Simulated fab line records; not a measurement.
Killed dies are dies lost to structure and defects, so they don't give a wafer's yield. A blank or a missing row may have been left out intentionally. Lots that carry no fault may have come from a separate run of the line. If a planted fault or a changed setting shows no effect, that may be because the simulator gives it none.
fab line records | flow nand-harc
[record] lots = 6 | wafers = 18 | last-day = 32
route steps=1302 shown A_ONON_D1@434 A_CHANNEL_HOLE_D1@450 END@1302
lots untouched by any fault: they come from a run of this same line in which no faults occurred
start-h: hours from the record's opening day to when the first of the lot's shown wafers began | wait-h: hours since the lot's step before | " the same as in the row above | L1.1+2: several wafers, shown together as one row | - value missing, or start not given | * or withheld: withheld | < > ~ a bound
route shown NAME@n: a module of which the file shows steps, and the number in the route of the first | usual: the fault-free wafers' mean and standard deviation | same: alike in all rows | chamber/n: place in a boat | sites: readings site by site | _std_site: the values' standard deviation | _edge_site: mean of outer sites minus mean of inner sites | radius-mm: for every site, how far away it sits from the centre of the wafer | mask NAME#n: copy n | behind: the last tool/chamber to shape the wafer | hold: why the lot went on hold/how many hours it stayed there/how the hold came to an end | device: the transistor (n, p or np) that didn't switch | end of line: tests of these same wafers at the route's end | a step without rows: its recipe alone | killed: not the wafer's yield, but the dies lost to structure and defects at the first sort | map: a wafer's dies, x killed, . not, _ none there
set.NAME: the setting as run; set.NAME@STEP: as run at that earlier step | model.NAME: the simulator's own value behind a step, which no gauge read
lots at some steps of the route; a table a step, a row a wafer
services: when a tool's chamber went out of use (start-h, in hours from the record's first day, below 0 if earlier), for how many hours, and the reason
[[steps]]
[step NHARC_A_ONON_D1_ANNEAL_15]
[recipe] temp-c = 750 | time-s = 3600
[step NHARC_A_ONON_D1_DEP_16]
[recipe] target-thk-a = 10000 | n2-flow-sccm = 2750 | n2o-flow-sccm = 2000 | nh3-flow-sccm = 500 | sih4-flow-sccm = 210 | temp-c = 400
[step NHARC_A_ONON_D1_THK_MEAS_18]
[recipe] thk-meas-gauge = ellipsometry
[usual] thk-nm = 999/8
lot.wafer | tool          | chamber | start-h | wait-h | thk-nm
L481.1    | film-metro-02 | -       | 174.14  | -      | 993
L481.3    | "             | -       | "       | "      | 991
L481.4    | "             | -       | "       | "      | 989
L482.2    | film-metro-01 | -       | 185.82  | -      | 1003
L482.3    | "             | -       | "       | "      | 1004
L482.6    | "             | -       | "       | "      | 1005
L483.2    | film-metro-02 | -       | 195.87  | -      | 995
L483.4    | "             | -       | "       | "      | 997
L483.6    | "             | -       | "       | "      | 994
L499.3    | film-metro-01 | -       | 354.43  | -      | 990
L499.4    | "             | -       | "       | "      | 990
L499.6    | "             | -       | "       | "      | 989
L502.1    | film-metro-01 | -       | 374.16  | -      | 988
L502.2    | "             | -       | "       | "      | 988
L502.6    | "             | -       | "       | "      | 988
L503.2    | film-metro-01 | -       | 389.28  | -      | 999
L503.3    | "             | -       | "       | "      | 1000
L503.6    | "             | -       | "       | "      | 999
[step NHARC_A_ONON_D1_DEP_19]
[recipe] target-thk-a = 10000 | n2-flow-sccm = 2750 | n2o-flow-sccm = 2000 | nh3-flow-sccm = 500 | sih4-flow-sccm = 210 | temp-c = 400
[step NHARC_A_ONON_D1_THK_MEAS_21]
[recipe] thk-meas-gauge = ellipsometry
[usual] thk-nm = 996/11
lot.wafer | tool          | chamber | start-h | wait-h | thk-nm
L481.1    | film-metro-01 | -       | 174.71  | -      | 1005
L481.3    | "             | -       | "       | "      | 1005
L481.4    | "             | -       | "       | "      | 1004
L482.2    | film-metro-02 | -       | 186.39  | -      | 1013
L482.3    | "             | -       | "       | "      | 1013
L482.6    | "             | -       | "       | "      | 1014
L483.2    | film-metro-01 | -       | 196.44  | -      | 980
L483.4    | "             | -       | "       | "      | 981
L483.6    | "             | -       | "       | "      | 981
L499.3    | film-metro-01 | -       | 355.00  | -      | 1011
L499.4    | "             | -       | "       | "      | 1009
L499.6    | "             | -       | "       | "      | 1009
L502.1    | film-metro-01 | -       | 374.72  | -      | 994
L502.2    | "             | -       | "       | "      | 993
L502.6    | "             | -       | "       | "      | 993
L503.2    | film-metro-02 | -       | 389.87  | -      | 974
L503.3    | "             | -       | "       | "      | 974
L503.6    | "             | -       | "       | "      | 974
[step NHARC_A_ONON_D1_DEP_22]
[recipe] target-thk-a = 10000 | n2-flow-sccm = 2750 | n2o-flow-sccm = 2000 | nh3-flow-sccm = 500 | sih4-flow-sccm = 210 | temp-c = 400
[step NHARC_A_ONON_D1_THK_MEAS_24]
[recipe] thk-meas-gauge = ellipsometry
[usual] thk-nm = 1001/11
lot.wafer | tool          | chamber | start-h | wait-h | thk-nm
L481.1    | film-metro-01 | -       | 175.27  | -      | 990
L481.3    | "             | -       | "       | "      | 990
L481.4    | "             | -       | "       | "      | 990
L482.2    | film-metro-01 | -       | 186.96  | -      | 1009
L482.3    | "             | -       | "       | "      | 1008
L482.6    | "             | -       | "       | "      | 1006
L483.2    | film-metro-01 | -       | 197.01  | -      | 999
L483.4    | "             | -       | "       | "      | 998
L483.6    | "             | -       | "       | "      | 999
L499.3    | film-metro-01 | -       | 355.57  | -      | 1001
L499.4    | "             | -       | "       | "      | 1003
L499.6    | "             | -       | "       | "      | 1001
L502.1    | film-metro-01 | -       | 375.29  | -      | 989
L502.2    | "             | -       | "       | "      | 988
L502.6    | "             | -       | "       | "      | 987
L503.2    | film-metro-02 | -       | 390.44  | -      | 1007
L503.3    | "             | -       | "       | "      | 1006
L503.6    | "             | -       | "       | "      | 1007
[step NHARC_A_ONON_D1_DEP_25]
[recipe] target-thk-a = 10000 | n2-flow-sccm = 2750 | n2o-flow-sccm = 2000 | nh3-flow-sccm = 500 | sih4-flow-sccm = 210 | temp-c = 400
[step NHARC_A_ONON_D1_THK_MEAS_27]
[recipe] thk-meas-gauge = ellipsometry
[usual] thk-nm = 999/10
lot.wafer | tool          | chamber | start-h | wait-h | thk-nm
L481.1    | film-metro-02 | -       | 175.84  | -      | 981
L481.3    | "             | -       | "       | "      | 983
L481.4    | "             | -       | "       | "      | 981
L482.2    | film-metro-01 | -       | 187.52  | -      | 1000
L482.3    | "             | -       | "       | "      | 1000
L482.6    | "             | -       | "       | "      | 998
L483.2    | film-metro-01 | -       | 197.57  | -      | 1010
L483.4    | "             | -       | "       | "      | 1008
L483.6    | "             | -       | "       | "      | 1009
L499.3    | film-metro-01 | -       | 356.14  | -      | 1003
L499.4    | "             | -       | "       | "      | 1004
L499.6    | "             | -       | "       | "      | 1002
L502.1    | film-metro-01 | -       | 375.86  | -      | 983
L502.2    | "             | -       | "       | "      | 982
L502.6    | "             | -       | "       | "      | 982
L503.2    | film-metro-01 | -       | 391.01  | -      | 997
L503.3    | "             | -       | "       | "      | 997
L503.6    | "             | -       | "       | "      | 998
[step NHARC_A_ONON_D1_DEP_28]
[recipe] target-thk-a = 10000 | n2-flow-sccm = 2750 | n2o-flow-sccm = 2000 | nh3-flow-sccm = 500 | sih4-flow-sccm = 210 | temp-c = 400
[step NHARC_A_ONON_D1_THK_MEAS_30]
[recipe] thk-meas-gauge = ellipsometry
[usual] thk-nm = 999/11
lot.wafer | tool          | chamber | start-h | wait-h | thk-nm
L481.1    | film-metro-01 | -       | 176.40  | -      | 1012
L481.3    | "             | -       | "       | "      | 1012
L481.4    | "             | -       | "       | "      | 1013
L482.2    | film-metro-02 | -       | 188.09  | -      | 1004
L482.3    | "             | -       | "       | "      | 1003
L482.6    | "             | -       | "       | "      | 1004
L483.2    | film-metro-02 | -       | 198.14  | -      | 989
L483.4    | "             | -       | "       | "      | 989
L483.6    | "             | -       | "       | "      | 988
L499.3    | film-metro-02 | -       | 356.71  | -      | 994
L499.4    | "             | -       | "       | "      | 994
L499.6    | "             | -       | "       | "      | 994
L502.1    | film-metro-01 | -       | 376.43  | -      | 1002
L502.2    | "             | -       | "       | "      | 1002
L502.6    | "             | -       | "       | "      | 1001
L503.2    | film-metro-01 | -       | 391.59  | -      | 1017
L503.3    | "             | -       | "       | "      | 1019
L503.6    | "             | -       | "       | "      | 1018
[step NHARC_A_ONON_D1_DEP_33]
[recipe] target-thk-a = 2000 | temp-c = 400 | pressure-torr = 6.5 | rf-w = 900 | teos-flow-sccm = 161.4 | flow-sccm = 2650 | target-thk-nm = 200 | gas = O2 | material = SiO2
[usual] heater-power-outer-w = 297/48 | heater-power-w = 551/68 | throttle-valve-pct = 16.0/0.55
lot.wafer | tool     | chamber | start-h | wait-h | heater-power-outer-w | heater-power-w | throttle-valve-pct
L481.3    | pecvd-01 | 0       | 176.46  | 0.1    | 252                  | 524            | 15.0
L481.1    | "        | 1       | "       | "      | 335                  | 598            | 16.6
L481.4    | "        | 0       | "       | "      | 263                  | 529            | 15.1
L482.2    | pecvd-02 | 1       | 188.20  | 0.1    | 303                  | 547            | 16.6
L482.3    | "        | 2       | "       | "      | 377                  | 598            | 16.1
L482.6    | "        | 0       | "       | "      | 178                  | 409            | 15.4
L483.2    | pecvd-03 | 1       | 198.24  | 0.1    | 270                  | 568            | 15.6
L483.4    | "        | 0       | "       | "      | 322                  | 574            | 16.1
L483.6    | "        | 2       | "       | "      | 269                  | 538            | 16.3
L499.3    | pecvd-02 | 1       | 356.85  | 0.1    | 305                  | 511            | 16.3
L499.4    | "        | 2       | "       | "      | 298                  | 504            | 15.9
L499.6    | "        | 0       | "       | "      | 264                  | 522            | 15.5
L502.1    | pecvd-02 | 0       | 376.65  | 0.2    | 226                  | 462            | 15.1
L502.2    | "        | 1       | "       | "      | 281                  | 477            | 16.2
L502.6    | "        | 0       | "       | "      | 232                  | 477            | 15.6
L503.3    | pecvd-03 | 2       | 391.65  | 0.1    | 275                  | 505            | 17.0
L503.2    | "        | 1       | "       | "      | 333                  | 650            | 15.4
L503.6    | "        | 2       | "       | "      | 288                  | 526            | 16.6
[step NHARC_A_ONON_D1_THK_MEAS_34]
[recipe] thk-meas-gauge = ellipsometry
[usual] thk-nm = 201.0/2.7
lot.wafer | tool          | chamber | start-h | wait-h | thk-nm
L481.1    | film-metro-01 | -       | 176.88  | -      | 199.4
L481.3    | "             | -       | "       | "      | 201.1
L481.4    | "             | -       | "       | "      | 204.9
L482.2    | film-metro-02 | -       | 188.56  | -      | 194.9
L482.3    | "             | -       | "       | "      | 199.4
L482.6    | "             | -       | "       | "      | 199.3
L483.2    | film-metro-02 | -       | 198.61  | -      | 198.8
L483.4    | "             | -       | "       | "      | 202.3
L483.6    | "             | -       | "       | "      | 203.4
L499.3    | film-metro-02 | -       | 357.18  | -      | 201.3
L499.4    | "             | -       | "       | "      | 207.4
L499.6    | "             | -       | "       | "      | 201.8
L502.1    | film-metro-01 | -       | 377.02  | -      | 197.7
L502.2    | "             | -       | "       | "      | 194.9
L502.6    | "             | -       | "       | "      | 200.5
L503.2    | film-metro-02 | -       | 392.06  | -      | 198.8
L503.3    | "             | -       | "       | "      | 197.5
L503.6    | "             | -       | "       | "      | 201.6
[step NHARC_A_ONON_D1_INSPECT_32]
[usual] raw-defect-count = 70/25
lot.wafer | tool              | chamber | start-h | wait-h | hold                     | raw-defect-count
L481.1    | defect-inspect-01 | -       | 176.96  | 0.0    | -                        | 123
L481.3    | "                 | -       | "       | "      | -                        | 77
L481.4    | "                 | -       | "       | "      | -                        | 46
L482.2    | defect-inspect-01 | -       | 188.65  | 0.0    | -                        | 41
L482.3    | "                 | -       | "       | "      | -                        | 75
L482.6    | "                 | -       | "       | "      | -                        | 48
L483.2    | defect-inspect-02 | -       | 198.69  | 0.0    | -                        | 72
L483.4    | "                 | -       | "       | "      | -                        | 47
L483.6    | "                 | -       | "       | "      | -                        | 74
L499.3    | defect-inspect-02 | -       | 357.27  | 0.0    | await-dispo/0.2h/release | 516
L499.4    | "                 | -       | "       | "      | await-dispo/0.2h/release | 621
L499.6    | "                 | -       | "       | "      | await-dispo/0.2h/release | 567
L499.3    | defect-inspect-02 | -       | 357.44  | 0.2    | -                        | 508
L499.4    | "                 | -       | "       | "      | -                        | 607
L499.6    | "                 | -       | "       | "      | -                        | 562
L502.1    | defect-inspect-02 | -       | 377.08  | 0.0    | await-dispo/0.2h/release | 601
L502.2    | "                 | -       | "       | "      | await-dispo/0.2h/release | 624
L502.6    | "                 | -       | "       | "      | await-dispo/0.2h/release | 562
L502.1    | defect-inspect-02 | -       | 377.25  | 0.2    | -                        | 593
L502.2    | "                 | -       | "       | "      | -                        | 633
L502.6    | "                 | -       | "       | "      | -                        | 568
L503.2    | defect-inspect-01 | -       | 392.12  | 0.0    | -                        | 105
L503.3    | "                 | -       | "       | "      | -                        | 81
L503.6    | "                 | -       | "       | "      | -                        | 84
[step NHARC_A_CHANNEL_HOLE_D1_DEP_00]
[recipe] target-thk-a = 31000 | temp-c = 400 | material = aC
[usual] throttle-valve-pct = 35.001/0.01
lot.wafer | tool       | chamber | start-h | wait-h | hold                     | throttle-valve-pct
L481.1    | acl-dep-02 | 0       | 177.15  | 0.2    | -                        | 35.004
L481.3    | "          | 0       | "       | "      | -                        | 35.010
L481.4    | "          | 0       | "       | "      | -                        | 35.019
L482.2    | acl-dep-02 | 0       | 189.03  | 0.4    | -                        | 35.003
L482.3    | "          | 0       | "       | "      | -                        | 35.005
L482.6    | "          | 0       | "       | "      | -                        | 34.991
L483.2    | acl-dep-01 | 0       | 204.93  | 6.2    | -                        | 35.011
L483.4    | "          | 0       | "       | "      | -                        | 35.007
L483.6    | "          | 0       | "       | "      | -                        | 34.981
L499.3    | acl-dep-02 | 0       | 359.88  | 2.4    | await-dispo/1.3h/release | 35.003
L499.4    | "          | 0       | "       | "      | await-dispo/1.3h/release | 34.994
L499.6    | "          | 0       | "       | "      | await-dispo/1.3h/release | 35.006
L502.1    | acl-dep-02 | 0       | 380.07  | 2.8    | await-dispo/2.6h/release | 34.991
L502.2    | "          | 0       | "       | "      | await-dispo/2.6h/release | 34.998
L502.6    | "          | 0       | 381.65  | 4.4    | await-dispo/2.6h/release | 34.982
L503.2    | acl-dep-02 | 0       | 392.51  | 0.4    | -                        | 34.997
L503.3    | "          | 0       | "       | "      | -                        | 34.999
L503.6    | "          | 0       | "       | "      | -                        | 35.001
[step NHARC_A_CHANNEL_HOLE_D1_DEP_01]
[recipe] target-thk-a = 1400 | target-thk-nm = 140 | temp-c = 400 | pressure-torr = 3.5 | flow-sccm = 200 | rf-w = 350 | material = SiON
[usual] heater-power-outer-w = 461/47 | heater-power-w = 765/70
lot.wafer | tool     | chamber | start-h | wait-h | heater-power-outer-w | heater-power-w
L481.1    | pecvd-04 | 0       | 179.05  | 1.6    | 531                  | 847
L481.3    | "        | 2       | "       | "      | 518                  | 804
L481.4    | "        | 1       | "       | "      | 405                  | 663
L482.3    | pecvd-04 | 2       | 190.66  | 1.0    | 485                  | 772
L482.2    | "        | 0       | "       | "      | 499                  | 828
L482.6    | "        | 2       | "       | "      | 508                  | 815
L483.2    | pecvd-04 | 1       | 206.54  | 1.3    | 440                  | 710
L483.6    | "        | 2       | "       | "      | 495                  | 817
L483.4    | "        | 0       | "       | "      | 422                  | 666
L499.4    | pecvd-04 | 1       | 361.29  | 0.8    | 446                  | 721
L499.3    | "        | 0       | "       | "      | 500                  | 788
L499.6    | "        | 0       | "       | "      | 495                  | 801
L502.1    | pecvd-03 | 1       | 381.98  | 1.6    | 482                  | 877
L502.2    | "        | 2       | "       | "      | 411                  | 708
L502.6    | "        | 1       | "       | "      | 491                  | 895
L503.2    | pecvd-04 | 0       | 394.13  | 1.3    | 407                  | 652
L503.3    | "        | 0       | "       | "      | 408                  | 681
L503.6    | "        | 0       | "       | "      | 427                  | 704
[step NHARC_A_CHANNEL_HOLE_D1_DEHYDRATE_02]
[recipe] temp-c = 150 | time-s = 120
[step NHARC_A_CHANNEL_HOLE_D1_HMDS_03]
[recipe] time-s = 30
[step NHARC_A_CHANNEL_HOLE_D1_COAT_36]
[recipe] temp-c = 260 | time-s = 75
[step NHARC_A_CHANNEL_HOLE_D1_COAT_37]
[recipe] temp-c = 225 | time-s = 65
[step NHARC_A_CHANNEL_HOLE_D1_COAT_04]
[recipe] spin-rpm = 1500 | resist-thk-nm = 90
[step NHARC_A_CHANNEL_HOLE_D1_SOFTBAKE_05]
[recipe] temp-c = 105 | time-s = 55
[step NHARC_A_CHANNEL_HOLE_D1_EBR_06]
[step NHARC_A_CHANNEL_HOLE_D1_EXPOSE_07]
[recipe] na = 1.35 | target-cd-nm = 100 | sigma-outer = 0.3 | dose-mj = 59.65 | mask-id = HOLE_D1
[step NHARC_A_CHANNEL_HOLE_D1_PEB_08]
[recipe] peb-temp-c = 100 | peb-time-s = 65
[step NHARC_A_CHANNEL_HOLE_D1_DEVELOP_09]
[recipe] develop-time-s = 35 | dev-temp-c = 23
[step NHARC_A_CHANNEL_HOLE_D1_CD_MEAS_10]
[recipe] target-cd-nm = 100 | landing-energy-ev = 500
[usual] cd-nm = 100.0/0.49
lot.wafer | tool      | chamber | start-h | wait-h | cd-nm
L481.1    | cd-sem-02 | 0       | 179.78  | -      | 99.9
L481.3    | "         | 0       | "       | "      | 100.4
L481.4    | "         | 0       | "       | "      | 99.8
L482.2    | cd-sem-03 | 0       | 191.25  | -      | 100.4
L482.3    | "         | 0       | "       | "      | 100.4
L482.6    | "         | 0       | "       | "      | 100.4
L483.2    | cd-sem-02 | 0       | 207.26  | -      | 100.1
L483.4    | "         | 0       | "       | "      | 99.9
L483.6    | "         | 0       | "       | "      | 99.4
L499.3    | cd-sem-02 | 0       | 361.90  | -      | 99.8
L499.4    | "         | 0       | "       | "      | 100.4
L499.6    | "         | 0       | "       | "      | 99.7
L502.1    | cd-sem-03 | 0       | 382.60  | -      | 100.1
L502.2    | "         | 0       | "       | "      | 99.4
L502.6    | "         | 0       | "       | "      | 99.8
L503.2    | cd-sem-03 | 0       | 394.93  | -      | 100.2
L503.3    | "         | 0       | "       | "      | 99.6
L503.6    | "         | 0       | "       | "      | 99.4
[step NHARC_A_CHANNEL_HOLE_D1_OVL_MEAS_11]
[usual] overlay-x-nm = -0.3/0.83 | overlay-y-nm = -0.2/0.8
lot.wafer | tool       | chamber | start-h | wait-h | overlay-x-nm | overlay-y-nm
L481.1    | overlay-02 | -       | 179.87  | -      | 0.5          | -0.7
L481.3    | "          | -       | "       | "      | -0.3         | -0.6
L481.4    | "          | -       | "       | "      | 0.2          | -0.6
L482.2    | overlay-02 | -       | 191.34  | -      | -1.1         | -0.1
L482.3    | "          | -       | "       | "      | -1.5         | -0.1
L482.6    | "          | -       | "       | "      | -1.5         | -0.4
L483.2    | overlay-02 | -       | 207.35  | -      | -0.4         | -0.7
L483.4    | "          | -       | "       | "      | 0.2          | -1.0
L483.6    | "          | -       | "       | "      | 0.3          | -0.8
L499.3    | overlay-01 | -       | 361.99  | -      | -0.7         | 2.0
L499.4    | "          | -       | "       | "      | -0.9         | 1.8
L499.6    | "          | -       | "       | "      | -0.7         | 2.0
L502.1    | overlay-01 | -       | 382.69  | -      | -0.2         | -0.7
L502.2    | "          | -       | "       | "      | 0.3          | 0.0
L502.6    | "          | -       | "       | "      | 0.8          | -0.4
L503.2    | overlay-02 | -       | 395.02  | -      | 0.1          | 0.4
L503.3    | "          | -       | "       | "      | -0.3         | -0.4
L503.6    | "          | -       | "       | "      | -0.9         | -0.1
[step NHARC_END_SORT_01]
[recipe] temp-c = 25
[usual] defect-limited-yield = 90.9/2.6 | killed-at-array = 57/18 | killed-at-other = 0.9/1.3 | killed-at-periphery = 3.5/2.2 | killed-dies = 62/18 | killed-open = 3.0/1.7 | killed-short = 2.3/1.5
[same] gross-dies = 677
lot.wafer | tool      | chamber | start-h | wait-h | defect-limited-yield[%] | killed-at-array | killed-at-other | killed-at-periphery | killed-dies | killed-open | killed-short
L481.1    | prober-01 | 0       | 569.91  | 2.5    | 87.7                    | 79              | 0               | 4                   | 83          | 2           | 3
L481.3    | prober-01 | 0       | 571.52  | 3.1    | 87.4                    | 79              | 0               | 6                   | 85          | 2           | 3
L481.4    | prober-01 | 0       | 572.33  | 3.4    | 88.5                    | 74              | 0               | 4                   | 78          | 2           | 4
L482.2    | prober-02 | 0       | 570.71  | 2.8    | 91.1                    | 53              | 0               | 7                   | 60          | 2           | 2
L482.3    | prober-02 | 0       | 571.52  | 3.1    | 91.3                    | 48              | 1               | 10                  | 59          | 4           | 2
L482.6    | prober-02 | 0       | 573.96  | 4.1    | 92.6                    | 45              | 0               | 5                   | 50          | 2           | 0
L483.2    | prober-02 | 0       | 592.01  | 2.8    | 88.5                    | 75              | 3               | 0                   | 78          | 4           | 1
L483.4    | prober-02 | 0       | 593.60  | 3.4    | 89.1                    | 68              | 1               | 5                   | 74          | 3           | 3
L483.6    | prober-02 | 0       | 595.19  | 4.0    | 89.1                    | 69              | 0               | 5                   | 74          | 2           | 2
L503.2    | prober-01 | 0       | 772.78  | 2.8    | 91.1                    | 50              | 6               | 4                   | 60          | 4           | 5
L503.3    | prober-01 | 0       | 773.59  | 3.1    | 92.6                    | 39              | 7               | 4                   | 50          | 4           | 1
L503.6    | prober-01 | 0       | 776.02  | 4.1    | 93.8                    | 38              | 3               | 1                   | 42          | 1           | 2
// killed by level:class
L481.1 A_CHANNEL_HOLE_D2:chamber-film-flake=34 A_CHANNEL_HOLE_D1:chamber-film-flake=30 A_STAIRCASE:chamber-film-flake=4 P_M1:chamber-film-flake=3 A_CONTACT:unspecified=3 A_CHANNEL_FILL_D1:geometric-particle:open=2 A_CONTACT:chamber-film-flake=2 A_CHANNEL_FILL_D1:geometric-particle:short=1
L482.2 A_SLIT:chamber-film-flake=26 A_CHANNEL_HOLE_D2:chamber-film-flake=12 P_M2:chamber-film-flake=4 A_CHANNEL_FILL_D2:chamber-film-flake=3 A_SGD_CUT:chamber-film-flake=3 A_CONTACT:chamber-film-flake=3 P_GATE:chamber-film-flake=2 P_GATE:geometric-particle:open=1
L482.3 A_SLIT:chamber-film-flake=21 A_CHANNEL_HOLE_D2:chamber-film-flake=8 A_CHANNEL_FILL_D2:chamber-film-flake=4 A_SGD_CUT:chamber-film-flake=4 A_CONTACT:chamber-film-flake=3 P_GATE:geometric-particle:open=2 P_ZERO_WELL:chamber-film-flake=2 P_STI:chamber-film-flake=2
L481.3 A_CHANNEL_HOLE_D2:chamber-film-flake=36 A_CHANNEL_HOLE_D1:chamber-film-flake=33 P_M1:chamber-film-flake=4 A_STAIRCASE:chamber-film-flake=3 P_GATE:geometric-particle:open=2 A_DECK1_JOINT:geometric-particle:short=2 A_CONTACT:unspecified=2 A_BLC:geometric-particle:short=1
L481.4 A_CHANNEL_HOLE_D2:chamber-film-flake=32 A_CHANNEL_HOLE_D1:chamber-film-flake=28 A_STAIRCASE:chamber-film-flake=4 A_CHANNEL_FILL_D2:geometric-particle:short=2 A_M0:geometric-particle:short=2 P_M1:chamber-film-flake=2 A_CHANNEL_FILL_D1:chamber-film-flake=2 A_ONON_D2:geometric-particle:open=1
L482.6 A_SLIT:chamber-film-flake=23 A_CHANNEL_HOLE_D2:chamber-film-flake=9 P_GATE:chamber-film-flake=3 A_CHANNEL_HOLE_D1:chamber-film-flake=3 A_CHANNEL_FILL_D2:chamber-film-flake=3 A_CONTACT:chamber-film-flake=3 A_STAIRCASE:geometric-particle:open=1 A_BLC:geometric-particle:open=1
L483.2 A_CHANNEL_HOLE_D1:chamber-film-flake=33 A_SLIT:chamber-film-flake=20 A_CHANNEL_HOLE_D2:chamber-film-flake=4 A_STAIRCASE:chamber-film-flake=4 A_BONDPAD:chamber-film-flake=4 A_CHANNEL_FILL_D2:chamber-film-flake=3 THIN_TSV:chamber-film-flake=3 A_CHANNEL_FILL_D1:geometric-particle:open=1
L483.4 A_CHANNEL_HOLE_D1:chamber-film-flake=29 A_SLIT:chamber-film-flake=16 A_CHANNEL_HOLE_D2:chamber-film-flake=6 A_STAIRCASE:chamber-film-flake=5 A_CONTACT:chamber-film-flake=3 A_CHANNEL_FILL_D2:chamber-film-flake=3 P_ZERO_WELL:chamber-film-flake=2 A_SGD_CUT:chamber-film-flake=2
L483.6 A_CHANNEL_HOLE_D1:chamber-film-flake=30 A_SLIT:chamber-film-flake=25 A_CHANNEL_HOLE_D2:chamber-film-flake=8 P_ZERO_WELL:chamber-film-flake=2 A_STAIRCASE:chamber-film-flake=2 P_M0:geometric-particle:short=1 P_M0:geometric-particle:open=1 A_CHANNEL_HOLE_D1:geometric-particle:open=1
L503.2 A_CHANNEL_HOLE_D1:chamber-film-flake=27 THIN_TSV:chamber-film-flake=6 A_SLIT:chamber-film-flake=5 A_CONTACT:chamber-film-flake=5 P_GATE:geometric-particle:open=2 A_DECK1_JOINT:chamber-film-flake=2 A_CHANNEL_FILL_D2:chamber-film-flake=2 A_STAIRCASE:chamber-film-flake=2
L503.3 A_CHANNEL_HOLE_D1:chamber-film-flake=16 THIN_TSV:chamber-film-flake=7 A_SLIT:chamber-film-flake=5 P_GATE:chamber-film-flake=4 A_CHANNEL_FILL_D2:chamber-film-flake=4 A_STAIRCASE:chamber-film-flake=3 A_CONTACT:chamber-film-flake=2 A_CHANNEL_FILL_D1:geometric-particle:open=1
L503.6 A_CHANNEL_HOLE_D1:chamber-film-flake=20 A_SLIT:chamber-film-flake=6 A_CONTACT:chamber-film-flake=4 A_STAIRCASE:chamber-film-flake=3 THIN_TSV:chamber-film-flake=3 A_ONON_D2:geometric-particle:short=1 A_CHANNEL_FILL_D2:geometric-particle:open=1 A_WL_FILL:geometric-particle:short=1
[[services]]
tool       | chamber | start-h | hours | kind
pecvd-03   | -       | 163.33  | 1.3   | repair
pecvd-03   | -       | 185.08  | 13.0  | pm
pecvd-03   | 0       | 185.08  | 13.0  | vent-cycle
pecvd-03   | 1       | 185.08  | 13.0  | vent-cycle
pecvd-03   | 2       | 185.08  | 13.0  | vent-cycle
acl-dep-01 | -       | 189.77  | 13.0  | pm
pecvd-03   | -       | 215.17  | 0.6   | repair
pecvd-02   | -       | 227.00  | 13.0  | pm
pecvd-03   | 2       | 230.81  | 5.9   | repair
acl-dep-02 | -       | 247.63  | 13.0  | pm
pecvd-04   | -       | 269.06  | 13.0  | pm
pecvd-04   | 0       | 269.06  | 13.0  | vent-cycle
pecvd-04   | 1       | 269.06  | 13.0  | vent-cycle
pecvd-04   | 2       | 269.06  | 13.0  | vent-cycle
pecvd-04   | 0       | 282.06  | -     | clean
pecvd-04   | 1       | 282.06  | -     | clean
pecvd-04   | 2       | 282.06  | -     | clean
pecvd-02   | 1       | 293.06  | 29.3  | repair
pecvd-03   | 1       | 293.31  | 4.6   | repair
pecvd-01   | -       | 311.00  | 13.0  | pm
acl-dep-02 | -       | 349.21  | 1.3   | repair
pecvd-04   | -       | 350.65  | 0.4   | repair
pecvd-03   | -       | 366.08  | 13.0  | pm
acl-dep-01 | -       | 372.66  | 13.0  | pm
[[key]]
[first-sign] step = NHARC_A_ONON_D1_INSPECT_32 | reading = visit | direction = added
[effect] step = NHARC_A_ONON_D1_INSPECT_32 | reading = raw-defect-count | direction = up | sigmas = 20 | usual = 70 | struck = 582
met-at NHARC_A_ONON_D1_DEP_33
struck-wafers L499.3,L499.4,L499.6,L502.1,L502.2,L502.6
scrapped-behind NHARC_A_CHANNEL_HOLE_D1_INSPECT_12 L499.3,L499.4,L499.6,L502.1,L502.2,L502.6
onset-between 188.20 356.85
[fault] kind = chamber-particle-source | tool = pecvd-02 | chamber = - | onset-h = 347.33 | steps = NHARC_A_ONON_D1_DEP_33 | rate-per-visit-cm2 = 0.81576 | end-h = 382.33
